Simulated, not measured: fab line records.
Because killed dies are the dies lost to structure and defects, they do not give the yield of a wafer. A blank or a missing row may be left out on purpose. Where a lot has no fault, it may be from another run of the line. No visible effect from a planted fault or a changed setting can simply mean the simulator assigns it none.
Chamber matching / flow n5_finfet / rie_diel-06 running N5_SD_EPI_P_ETCH_16: 4 sister chambers
The step etches SiO2 in CHF3/O2, target depth 5 nm. 22 wafers are shown with their chamber, then 11 later ones without.

== WAFERS WITH THEIR CHAMBER ==
wafer=L074.1; chamber=0; showerhead_plenum_p_Torr (Torr)=2.36; rf_vpp_V (V)=530; drypump_motor_current_A (A)=5.3
wafer=L074.3; chamber=3; showerhead_plenum_p_Torr (Torr)=2.33; rf_vpp_V (V)=510; drypump_motor_current_A (A)=5.3
wafer=L074.5; chamber=2; showerhead_plenum_p_Torr (Torr)=2.50; rf_vpp_V (V)=517; drypump_motor_current_A (A)=4.8
wafer=L075.3; chamber=2; showerhead_plenum_p_Torr (Torr)=2.49; rf_vpp_V (V)=517; drypump_motor_current_A (A)=4.8
wafer=L075.4; chamber=1; showerhead_plenum_p_Torr (Torr)=2.29; rf_vpp_V (V)=538; drypump_motor_current_A (A)=5.2
wafer=L075.6; chamber=3; showerhead_plenum_p_Torr (Torr)=2.33; rf_vpp_V (V)=512; drypump_motor_current_A (A)=5.3
wafer=L079.3; chamber=1; showerhead_plenum_p_Torr (Torr)=2.28; rf_vpp_V (V)=537; drypump_motor_current_A (A)=5.1
wafer=L079.4; chamber=2; showerhead_plenum_p_Torr (Torr)=2.49; rf_vpp_V (V)=517; drypump_motor_current_A (A)=4.8
wafer=L079.6; chamber=0; showerhead_plenum_p_Torr (Torr)=2.36; rf_vpp_V (V)=530; drypump_motor_current_A (A)=5.3
wafer=L081.2; chamber=1; showerhead_plenum_p_Torr (Torr)=2.28; rf_vpp_V (V)=538; drypump_motor_current_A (A)=5.2
wafer=L081.4; chamber=0; showerhead_plenum_p_Torr (Torr)=2.36; rf_vpp_V (V)=529; drypump_motor_current_A (A)=5.3
wafer=L081.5; chamber=0; showerhead_plenum_p_Torr (Torr)=2.36; rf_vpp_V (V)=529; drypump_motor_current_A (A)=5.3
wafer=L082.2; chamber=1; showerhead_plenum_p_Torr (Torr)=2.28; rf_vpp_V (V)=537; drypump_motor_current_A (A)=5.1
wafer=L082.4; chamber=0; showerhead_plenum_p_Torr (Torr)=2.36; rf_vpp_V (V)=529; drypump_motor_current_A (A)=5.4
wafer=L082.6; chamber=1; showerhead_plenum_p_Torr (Torr)=2.28; rf_vpp_V (V)=538; drypump_motor_current_A (A)=5.2
wafer=L087.2; chamber=1; showerhead_plenum_p_Torr (Torr)=2.28; rf_vpp_V (V)=537; drypump_motor_current_A (A)=5.1
wafer=L087.4; chamber=2; showerhead_plenum_p_Torr (Torr)=2.49; rf_vpp_V (V)=517; drypump_motor_current_A (A)=4.8
wafer=L087.6; chamber=3; showerhead_plenum_p_Torr (Torr)=2.32; rf_vpp_V (V)=512; drypump_motor_current_A (A)=5.3
wafer=L090.1; chamber=2; showerhead_plenum_p_Torr (Torr)=2.49; rf_vpp_V (V)=518; drypump_motor_current_A (A)=4.8
wafer=L090.5; chamber=2; showerhead_plenum_p_Torr (Torr)=2.49; rf_vpp_V (V)=517; drypump_motor_current_A (A)=4.8
wafer=L090.6; chamber=3; showerhead_plenum_p_Torr (Torr)=2.32; rf_vpp_V (V)=511; drypump_motor_current_A (A)=5.3
wafer=L092.2; chamber=2; showerhead_plenum_p_Torr (Torr)=2.49; rf_vpp_V (V)=518; drypump_motor_current_A (A)=4.8

SIGNATURES (averages over the wafers above)
reading=showerhead_plenum_p_Torr; chamber 0=2.3600; chamber 1=2.2817; chamber 2=2.4914; chamber 3=2.3250; scatter within a chamber=0.00387
reading=rf_vpp_V; chamber 0=529.40; chamber 1=537.50; chamber 2=517.29; chamber 3=511.25; scatter within a chamber=0.618
reading=drypump_motor_current_A; chamber 0=5.320; chamber 1=5.150; chamber 2=4.800; chamber 3=5.300; scatter within a chamber=0.0357
Rule: a wafer lies at a distance from a chamber equal to the root of the sum of squares, over the readings, of (its reading less the chamber's mean, divided by the reading's scatter). The wafer belongs to the nearest chamber; if the next one is less than 2 further off, it can't be placed. The scatter: take each reading less its chamber's mean, square it, sum over the shown wafers, divide by the number of wafers less the number of chambers, and take the root.

== WAFERS MISSING THEIR CHAMBER ==
wafer=L092.5; showerhead_plenum_p_Torr (Torr)=2.31; rf_vpp_V (V)=512; drypump_motor_current_A (A)=5.3
wafer=L092.6; showerhead_plenum_p_Torr (Torr)=2.35; rf_vpp_V (V)=529; drypump_motor_current_A (A)=5.4
wafer=L093.3; showerhead_plenum_p_Torr (Torr)=2.57; rf_vpp_V (V)=546; drypump_motor_current_A (A)=5.1
wafer=L093.4; showerhead_plenum_p_Torr (Torr)=2.31; rf_vpp_V (V)=512; drypump_motor_current_A (A)=5.3
wafer=L093.5; showerhead_plenum_p_Torr (Torr)=2.57; rf_vpp_V (V)=546; drypump_motor_current_A (A)=5.1
wafer=L095.1; showerhead_plenum_p_Torr (Torr)=2.56; rf_vpp_V (V)=546; drypump_motor_current_A (A)=5.2
wafer=L095.5; showerhead_plenum_p_Torr (Torr)=2.35; rf_vpp_V (V)=529; drypump_motor_current_A (A)=5.3
wafer=L095.6; showerhead_plenum_p_Torr (Torr)=2.56; rf_vpp_V (V)=547; drypump_motor_current_A (A)=5.2
wafer=L097.1; showerhead_plenum_p_Torr (Torr)=2.48; rf_vpp_V (V)=517; drypump_motor_current_A (A)=4.8
wafer=L097.4; showerhead_plenum_p_Torr (Torr)=2.48; rf_vpp_V (V)=519; drypump_motor_current_A (A)=4.8
wafer=L097.5; showerhead_plenum_p_Torr (Torr)=2.31; rf_vpp_V (V)=511; drypump_motor_current_A (A)=5.3

== EACH ONE'S CHAMBER ==
wafer=L092.5; from the rows above=3; in truth=3
wafer=L092.6; from the rows above=0; in truth=0
wafer=L093.3; from the rows above=2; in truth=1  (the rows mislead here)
wafer=L093.4; from the rows above=3; in truth=3
wafer=L093.5; from the rows above=2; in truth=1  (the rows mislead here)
wafer=L095.1; from the rows above=2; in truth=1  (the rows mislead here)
wafer=L095.5; from the rows above=0; in truth=0
wafer=L095.6; from the rows above=2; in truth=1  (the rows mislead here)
wafer=L097.1; from the rows above=2; in truth=2
wafer=L097.4; from the rows above=2; in truth=2
wafer=L097.5; from the rows above=3; in truth=3
Correct placement for 7 of the 11. From these rows, 0 cannot be placed. Number placed wrongly: 4.
